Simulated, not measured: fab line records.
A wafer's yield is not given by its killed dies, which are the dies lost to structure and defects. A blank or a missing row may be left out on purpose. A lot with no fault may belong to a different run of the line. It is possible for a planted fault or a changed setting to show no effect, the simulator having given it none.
Chamber matching | flow nand harc | 4 sister chambers for NHARC_A_STAIRCASE_CMP_450 on cmp-02
The step polishes SiO2, target thk 200 nm. 4 wafers are shown with their chamber, then 10 later ones without.

WAFERS PAIRED WITH THEIR CHAMBERS
wafer  | chamber | motor current A (A)
L090.2 | 1       | 12.5
L090.3 | 3       | 11.8
L090.5 | 2       | 11.6
L091.5 | 0       | 11.9

WAFERS WITHOUT THEIR CHAMBER
wafer  | motor current A (A)
L091.6 | 12.5
L094.2 | 10.9
L094.3 | 12.3
L094.5 | 11.7
L094.1 | 12.5
L094.4 | 13.0
L094.6 | 13.1
L096.1 | 10.6
L096.3 | 12.4
L096.5 | 10.8

EACH ONE'S CHAMBER
wafer  | from the rows above               | in truth
L091.6 | can't be placed: 1 or 0 or 3 or 2 | 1
L094.2 | can't be placed: 2 or 3 or 0 or 1 | 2
L094.3 | can't be placed: 1 or 0 or 3 or 2 | 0
L094.5 | can't be placed: 2 or 3 or 0 or 1 | 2
L094.1 | can't be placed: 1 or 0 or 3 or 2 | 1
L094.4 | can't be placed: 1 or 0 or 3 or 2 | 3
L094.6 | can't be placed: 1 or 0 or 3 or 2 | 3
L096.1 | can't be placed: 2 or 3 or 0 or 1 | 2
L096.3 | can't be placed: 1 or 0 or 3 or 2 | 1
L096.5 | can't be placed: 2 or 3 or 0 or 1 | 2
Correctly placed: 0 of 10. Not placeable from these rows: 10 (in 10, the candidates include the true chamber). 0 placed wrongly.
How it was worked out, from the rows above alone: a wafer's distance from a chamber is the root of the sum, over the readings, of the square of ((its reading less the chamber's mean) divided by the reading's scatter). The wafer belongs to the nearest chamber; if the next one is less than 2 further off, it can't be placed. The mean given for a chamber averages the wafers shown for that chamber. The scatter: root of mean squared gap, hidden wafer to nearest shown wafer, with one shown wafer a chamber.
